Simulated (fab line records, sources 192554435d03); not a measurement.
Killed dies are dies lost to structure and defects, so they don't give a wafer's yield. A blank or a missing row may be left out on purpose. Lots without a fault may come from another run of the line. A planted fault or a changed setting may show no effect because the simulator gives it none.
fab line records | flow n5_finfet
record lots=11 wafers=29 last_day=16
route steps=1938 shown HKMG_FIN@388 BEOL_M4@1105 BEOL_M5@1115 PASSIVATION@1936
lots that met no fault: from a run of the same line without faults
start_h: hours from the record's first day to the start of the lot's first wafer shown | wait_h: hours since the lot's step before | " the same as in the row above | L1.1+2: a row that stands for several wafers | - no value, or no start given | * or withheld: withheld | < > ~ a bound
route shown NAME@n: a module of which the file shows steps, and the number in the route of the first | usual: mean/standard deviation of fault-free wafers | same: alike in all rows | chamber/n: place in a boat | sites: the reading at each site | _std_site: their standard deviation | _edge_site: outer sites' mean less inner sites' | radius_mm: how far each site lies from the wafer's centre | mask NAME#n: copy n | behind: the tool/chamber that last shaped the wafer | hold: why the lot was held/for how many hours/how that ended | device: the transistor (n, p or np) that didn't switch | end of line: the same wafers' tests at the end of the route | a step without rows: its recipe alone | killed: dies lost to structure and defects at the first sort, not the wafer's yield | map: a wafer's dies, x killed, . not, _ none there
set.NAME: the setting as run; set.NAME@STEP: as run at that earlier step | model.NAME: the simulator's own value behind a step, which no gauge read
steps of the route over a sample of lots; a table a step, a row a wafer
services: from which hour (start_h, from the record's first day; less than 0 if before it) a tool's chamber was out of use, for how many hours, and why
## steps
# step N5_HKMG_FIN_ALD_74
# recipe material=La2O3 target_thk_a=5 temp_c=250 ald_precursor_family=La-Cp ald_co_reactant=O3 pulse_time_s=6 co_reactant_pulse_time_s=1 purge_time_s=3 co_reactant_purge_time_s=3
# usual heater_power_w=355/54 precursor_pulse_height_rel=0.999/0.018
# columns lot.wafer tool chamber start_h wait_h heater_power_w precursor_pulse_height_rel
L699.2 ald_hk-02 1 71.63 0.2 442 0.997
L699.5 " 3 " " 322 0.948
L699.6 " 2 " " 365 0.970
L700.1 ald_hk-01 1 77.89 0.2 431 1.011
L700.2 " 2 " " 266 1.035
L700.4 " 0 " " 343 1.003
L701.1 ald_hk-02 1 83.88 0.2 451 0.999
L701.2 " 0 " " 384 1.003
L701.4 " 2 " " 361 1.003
L702.1 ald_hk-03 3 88.83 0.2 338 0.986
L702.4 " 2 " " 322 0.987
L702.6 " 3 " " 341 0.972
L703.1 ald_hk-01 0 95.28 0.2 335 1.022
L703.3 " 3 " " 341 1.010
L703.5 " 3 " " 341 1.044
L704.3 ald_hk-01 0 104.06 0.1 342 1.026
L704.4 " 2 " " 260 0.981
L704.6 " 1 " " 444 1.013
L708.6 ald_hk-02 0 124.80 0.1 382 0.983
L714.1 ald_hk-02 3 164.14 0.3 316 1.002
L714.6 " 3 " " 326 1.018
L715.3 ald_hk-03 0 170.72 0.1 296 1.008
L715.6 " 0 " " 288 0.957
L716.2 ald_hk-01 1 174.28 0.2 434 0.983
L716.4 " 3 " " 341 0.989
L716.5 " 1 " " 424 1.027
L718.1 ald_hk-03 2 188.58 0.2 323 0.986
L718.4 " 3 " " 331 0.988
L718.6 " 3 " " 340 0.998
# step N5_BEOL_M4_PRE_CLEAN_60
# recipe gas=NH3/H2 time_s=15 temp_c=* rf_power_w=300
# usual heater_power_w=88/30
# columns lot.wafer tool chamber start_h wait_h heater_power_w
L699.2 cvd_co-01 0 165.01 0.0 138
L699.5 " 2 " " 73
L699.6 " 1 " " 71
L700.1 cvd_co-02 2 168.82 0.0 59
L700.2 " 1 " " 68
L700.4 " 2 " " 59
L702.1 cvd_co-01 1 182.04 0.0 71
L702.4 " 1 " " 71
L702.6 " 0 " " 143
L701.1 cvd_co-01 0 182.59 0.1 142
L701.2 " 2 " " 76
L701.4 " 0 " " 140
L703.1 cvd_co-01 1 188.55 0.1 72
L703.3 " 0 " " 143
L703.5 " 0 " " 146
L704.3 cvd_co-01 2 199.97 0.0 75
L704.4 " 2 " " 75
L704.6 " 1 " " 71
L708.6 cvd_co-02 2 215.68 0.1 59
L714.1 cvd_co-02 0 260.75 0.0 98
L714.6 " 2 " " 61
L715.3 cvd_co-01 0 262.73 0.0 145
L715.6 " 0 " " 146
L716.2 cvd_co-01 0 263.95 0.0 146
L716.4 " 0 " " 146
L716.5 " 1 " " 71
L718.1 cvd_co-01 2 281.47 0.0 75
L718.4 " 2 " " 76
L718.6 " 0 " " 145
# step N5_BEOL_M4_RC_MEAS_101
# usual DIBL_N=36.8/2.1 DIBL_P=37.1/2.2 IOFF_N=0.18/0.037 IOFF_P=0.23/0.041 IOFF_P_85C=3.9/0.58 IOFF_P_LIN=0.105/0.015 IOFF_P_LONG=0.000106/9.9e-06 ION_N=682/13 ION_P=467/8.6 SS_N=71.7/0.61 SS_P=73.5/0.6 VT_N=248/3.4 VT_N_LVT=97/3.3 VT_P=-249/3.5 VT_P_LONG=-275/3.1
# columns lot.wafer tool chamber start_h wait_h DIBL_N[mV/V] DIBL_P[mV/V] IOFF_N[nA/um] IOFF_P[nA/um] IOFF_P_85C[nA/um] IOFF_P_LIN[nA/um] IOFF_P_LONG[nA/um] ION_N[uA/um] ION_P[uA/um] SS_N[mV/dec] SS_P[mV/dec] VT_N[mV] VT_N_LVT[mV] VT_P[mV] VT_P_LONG[mV]
L699.2 prober-01 0 165.44 0.2 35.8 36.0 0.16 0.24 4.1 0.115 0.000129 689 488 71.3 73.0 246 96 -246 -268
L699.5 " 0 " " 36.0 36.6 0.16 0.24 4.1 0.114 0.000126 682 473 71.6 73.7 248 95 -245 -269
L699.6 " 0 " " 37.5 38.2 0.18 0.26 4.5 0.122 0.000128 693 484 71.4 73.5 246 95 -244 -267
L700.1 prober-01 0 169.10 0.0 39.8 39.1 0.22 0.26 4.5 0.117 0.000112 695 474 72.5 74.0 244 94 -249 -274
L700.2 " 0 " " 39.1 37.5 0.19 0.23 4.1 0.109 0.000104 691 467 72.8 73.8 247 95 -247 -273
L700.4 " 0 " " 40.5 39.5 0.24 0.28 4.7 0.124 0.00011 706 479 72.6 73.9 245 92 -246 -273
L702.1 prober-02 0 182.35 0.0 36.5 36.6 0.16 0.21 3.6 0.096 0.000105 678 466 71.6 73.2 245 99 -252 -275
L702.4 " 0 " " 36.7 36.8 0.17 0.21 3.7 0.098 0.000102 674 460 71.4 73.2 249 98 -250 -276
L702.6 " 0 " " 35.4 34.2 0.14 0.17 3.1 0.085 0.000101 673 455 70.7 72.6 251 101 -252 -275
L701.1 prober-01 0 182.89 0.0 33.7 35.1 0.12 0.17 3.0 0.081 9.9e-05 662 457 70.5 72.7 252 100 -252 -278
L701.2 " 0 " " 32.8 33.8 0.10 0.15 2.7 0.073 9.3e-05 649 440 70.6 72.9 257 105 -256 -281
L701.4 " 0 " " 34.0 34.8 0.12 0.16 2.9 0.080 9.6e-05 662 452 70.7 72.3 253 101 -257 -279
L703.1 prober-02 0 188.83 0.0 32.2 32.8 0.13 0.18 3.2 0.089 0.000103 668 461 70.8 72.8 250 100 -250 -276
L703.3 " 0 " " 32.3 32.7 0.13 0.18 3.3 0.088 9.7e-05 678 466 70.5 72.8 253 99 -249 -276
L703.5 " 0 " " 34.1 34.5 0.16 0.21 3.6 0.099 9.8e-05 683 470 71.5 73.6 248 97 -250 -275
L704.3 prober-01 0 200.56 0.3 41.3 39.9 0.26 0.28 4.6 0.127 0.00011 677 464 73.4 75.0 244 93 -247 -272
L704.4 " 0 " " 43.3 42.7 0.29 0.34 5.3 0.140 0.000103 697 470 73.4 75.1 242 92 -244 -274
L704.6 " 0 " " 42.2 40.4 0.26 0.28 4.7 0.127 0.000102 691 465 72.7 74.4 244 94 -250 -275
L708.6 prober-01 0 216.71 0.8 38.8 39.0 0.20 0.82 11.5 0.358 0.000266 689 520 71.8 73.7 248 127 -216 -245
L714.1 prober-02 0 261.03 0.0 36.6 37.9 0.17 0.22 3.8 0.100 0.000103 674 456 72.2 73.4 246 97 -251 -278
L714.6 " 0 " " 35.4 36.8 0.15 0.61 9.1 0.290 0.00025 673 510 71.9 74.0 248 129 -220 -244
L715.3 prober-01 0 263.31 0.3 37.8 38.4 0.18 0.24 4.3 0.112 0.000113 694 478 71.5 73.5 248 99 -247 -275
L715.6 " 0 " " 35.6 36.6 0.15 0.21 3.8 0.102 0.00012 692 477 70.8 73.2 249 101 -247 -272
L716.2 prober-02 0 264.38 0.2 36.9 36.8 0.17 0.25 4.2 0.115 0.000109 680 471 71.7 74.0 249 97 -246 -273
L716.4 " 0 " " 35.8 35.3 0.15 0.23 3.8 0.107 0.000114 683 474 71.4 73.1 251 98 -246 -275
L716.5 " 0 " " 34.8 34.7 0.15 0.22 3.7 0.106 0.000111 688 474 71.4 72.6 251 97 -247 -271
L718.1 prober-02 0 281.75 0.0 34.4 33.9 0.13 0.19 3.4 0.092 0.0001 686 464 70.8 72.9 250 102 -247 -275
L718.4 " 0 " " 35.2 34.6 0.15 0.20 3.5 0.096 0.000108 679 471 71.1 72.9 246 99 -250 -274
L718.6 " 0 " " 35.3 35.2 0.15 0.20 3.5 0.095 0.000109 676 469 71.8 72.9 250 101 -249 -273
# step N5_BEOL_M5_PECVD_70
# recipe material=SiO2 target_thk_a=160 temp_c=400 precursor=TEOS/O2 pressure_torr=5.5 rf_w=450 teos_flow_sccm=53.8 gas=O2 flow_sccm=3000 time_s=18
# usual heater_power_w=757/83 showerhead_plenum_p_Torr=8.75/0.065 throttle_valve_pct=22.2/1.4
# columns lot.wafer tool chamber start_h wait_h heater_power_w showerhead_plenum_p_Torr throttle_valve_pct
L699.2 pecvd-03 1 166.86 0.0 668 8.86 22.3
L699.5 " 0 " " 649 8.71 22.5
L699.6 " 1 " " 674 8.84 22.2
L700.1 pecvd-04 2 171.16 0.0 753 8.73 21.6
L700.2 " 0 " " 787 8.69 23.5
L700.4 " 0 " " 791 8.68 23.6
L702.1 pecvd-01 0 183.92 0.0 735 8.74 23.8
L702.4 " 2 " " 895 8.63 20.2
L702.6 " 2 " " 890 8.65 20.6
L701.1 pecvd-03 1 184.47 0.0 717 8.82 22.1
L701.2 " 0 " " 737 8.70 22.5
L701.4 " 0 " " 743 8.71 22.1
L703.1 pecvd-04 0 190.40 0.0 714 8.68 23.6
L703.3 " 1 " " 830 8.70 24.1
L703.5 " 2 " " 819 8.72 21.6
L704.3 pecvd-01 2 201.82 0.0 831 8.67 20.7
L704.4 " 2 " " 839 8.65 20.7
L704.6 " 0 " " 731 8.76 23.9
L708.6 pecvd-04 2 217.54 0.0 750 8.73 21.8
L714.1 pecvd-03 0 263.09 0.0 740 8.68 22.2
L714.6 " 1 " " 584 8.83 22.4
L715.3 pecvd-01 1 265.06 0.0 729 8.83 21.1
L715.6 " 2 " " 829 8.67 20.8
L716.2 pecvd-01 1 266.28 0.0 677 8.84 21.4
L716.4 " 0 " " 696 8.78 24.1
L716.5 " 2 " " 906 8.64 20.9
L718.1 pecvd-03 1 283.80 0.0 680 8.83 22.0
L718.4 " 0 " " 673 8.72 22.4
L718.6 " 1 " " 680 8.83 22.3
# step N5_BEOL_M5_HM_DEP_02
# recipe material=TiN target_thk_a=200 temp_c=25 chamber_pressure_pa=0.49996
# usual throttle_valve_pct=30.6/1.1
# columns lot.wafer tool chamber start_h wait_h throttle_valve_pct
L699.2 pvd_sputter-02 - 166.92 0.0 30.1
L699.5 " - " " 30.1
L699.6 " - " " 29.9
L700.1 pvd_sputter-01 - 172.26 1.1 30.5
L700.2 " - " " 32.9
L700.4 " - " " 33.1
L702.1 pvd_sputter-02 - 185.04 1.1 29.3
L702.4 " - " " 29.8
L702.6 " - " " 29.9
L701.1 pvd_sputter-03 - 185.16 0.7 29.7
L701.2 " - " " 29.2
L701.4 " - " " 30.2
L703.1 pvd_sputter-01 - 191.65 1.2 30.9
L703.3 " - " " 33.2
L703.5 " - " " 33.1
L704.3 pvd_sputter-01 - 202.35 0.5 30.5
L704.4 " - " " 32.9
L704.6 " - " " 30.5
L708.6 pvd_sputter-01 - 219.79 2.2 30.8
L714.1 pvd_sputter-01 - 263.83 0.7 29.9
L714.6 " - " " 30.3
L715.3 pvd_sputter-03 - 266.69 1.6 30.6
L715.6 " - " " 30.3
L716.2 pvd_sputter-03 - 267.31 1.0 29.8
L716.4 " - " " 30.4
L716.5 " - " " 29.9
L718.1 pvd_sputter-01 - 285.10 1.3 30.6
L718.4 " - " " 33.3
L718.6 " - " " 33.0
# step N5_PASSIVATION_PROBE_49
# usual defect_limited_yield=91.0/1.4 killed_at_M0_to_M3=35/10 killed_at_M4_up=13/6 killed_at_contacts=13/6.4 killed_at_front_end=42/12 killed_at_other=3.2/2.4 killed_dies=107/17 killed_open=69/13 killed_short=33/7.3 sort_bin_4_leakage=0.00/0.022 sort_bin_5_function=5.3/0.92 sort_bin_6_memory=3.3/0.66 sort_bin_8_speed=0.00/0.035 sort_n_pass=1073/17 sort_yield_pct=90.9/1.4
# same gross_dies=1180 killed_at_back_side=0
# columns lot.wafer tool chamber start_h wait_h defect_limited_yield[%] killed_at_M0_to_M3 killed_at_M4_up killed_at_contacts killed_at_front_end killed_at_other killed_dies killed_open killed_short sort_bin_4_leakage[%] sort_bin_5_function[%] sort_bin_6_memory[%] sort_bin_8_speed[%] sort_n_pass sort_yield_pct[%]
L708.6 prober-02 - 319.41 0.3 90.3 57 7 15 32 3 114 66 40 82.46 6.4 3.0 0 93 7.9
L714.1 prober-01 - 366.99 0.0 90.5 26 17 7 58 4 112 75 34 0 6.6 2.5 0 1068 90.5
L714.6 prober-01 - 367.24 0.3 89.1 36 14 12 64 3 129 87 31 31.44 5.8 4.4 0 680 57.6
# killed by level:class
L708.6 BEOL_M0_SAQP:geometric_particle:short=16 BEOL_M3:geometric_particle:open=16 BEOL_M0_SAQP:geometric_particle:open=10 BEOL_M2:geometric_particle:open=8 MOL_CONTACT_COAG:geometric_particle:open=7 FIN_SAQP:geometric_particle:open=6 STI_FIN_REVEAL:geometric_particle:open=5 FIN_SAQP:geometric_particle:short=4
L714.1 FIN_SAQP:geometric_particle:open=21 FIN_SAQP:geometric_particle:short=10 STI_FIN_REVEAL:geometric_particle:open=8 GATE_CUT:geometric_particle:short=7 BEOL_M4:geometric_particle:open=7 BEOL_M0_SAQP:geometric_particle:open=6 BEOL_M0_SAQP:geometric_particle:short=6 MOL_CONTACT_COAG:geometric_particle:open=5
L714.6 FIN_SAQP:geometric_particle:open=29 MOL_CONTACT_COAG:geometric_particle:open=11 BEOL_M0_SAQP:geometric_particle:short=10 BEOL_M4:geometric_particle:open=9 STI_FIN_REVEAL:geometric_particle:open=8 FIN_SAQP:geometric_particle:short=7 BEOL_M0_SAQP:geometric_particle:open=6 BEOL_M3:geometric_particle:open=6
## services
# columns tool chamber start_h hours kind
pecvd-04 - 50.92 14.6 pm
cvd_co-02 - 65.73 2.8 pm
pecvd-04 0 73.56 23.5 repair
cvd_co-02 - 81.05 0.9 repair
pvd_sputter-01 - 97.88 0.6 repair
pecvd-01 1 99.92 6.6 repair
pecvd-01 2 124.15 15.7 repair
pvd_sputter-03 - 136.53 4.5 repair
pecvd-04 - 143.82 1.3 repair
pecvd-04 - 147.50 1.4 repair
ald_hk-01 - 163.32 0.3 repair
cvd_co-01 - 168.74 6.0 pm
pecvd-01 1 171.12 15.5 repair
ald_hk-02 - 181.64 2.6 repair
pecvd-03 - 191.07 6.0 pm
pecvd-01 - 202.24 14.6 pm
cvd_co-01 - 222.89 3.0 repair
pecvd-01 - 229.03 2.8 pm
pecvd-03 - 237.63 2.8 pm
pecvd-03 - 242.42 0.2 repair
pecvd-04 - 245.96 0.8 repair
pecvd-01 - 249.04 1.0 repair
ald_hk-02 - 279.31 1.5 repair
ald_hk-03 - 284.89 2.8 repair
## key
first_sign step=N5_BEOL_M4_RC_MEAS_101 reading=IOFF_P_LONG direction=up sigmas=15 usual=0.000106 struck=0.000258
effect step=N5_BEOL_M4_RC_MEAS_101 reading=IOFF_P_LIN direction=up sigmas=14 usual=0.105 struck=0.324
effect step=N5_BEOL_M4_RC_MEAS_101 reading=IOFF_P direction=up sigmas=12 usual=0.23 struck=0.71
effect step=N5_BEOL_M4_RC_MEAS_101 reading=IOFF_P_85C direction=up sigmas=11 usual=3.9 struck=10.3
effect step=N5_BEOL_M4_RC_MEAS_101 reading=VT_P_LONG direction=up sigmas=9.7 usual=-275 struck=-244
effect step=N5_BEOL_M4_RC_MEAS_101 reading=VT_N_LVT direction=up sigmas=9.4 usual=97 struck=128
effect step=N5_BEOL_M4_RC_MEAS_101 reading=VT_P direction=up sigmas=8.8 usual=-249 struck=-218
effect step=N5_BEOL_M4_RC_MEAS_101 reading=ION_P direction=up sigmas=5.6 usual=467 struck=515
effect step=N5_PASSIVATION_PROBE_49 reading=sort_bin_4_leakage direction=up sigmas=99+ usual=0.00 struck=56.95
met_at N5_HKMG_FIN_ALD_74
struck_lots L708,L714
struck_wafers L708.6,L714.6
not_acting_at N5_BEOL_M4_PRE_CLEAN_60,N5_BEOL_M5_PECVD_70,N5_BEOL_M5_HM_DEP_02
onset_between 83.88 124.80
fault kind=process_parameter_drift tool=ald_hk-02 chamber=- onset_h=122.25 steps=N5_HKMG_FIN_ALD_74 channel=target_thk_a offset=* shape=step end_h=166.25 scope=struck_wafers_only acts_in=* stated=*
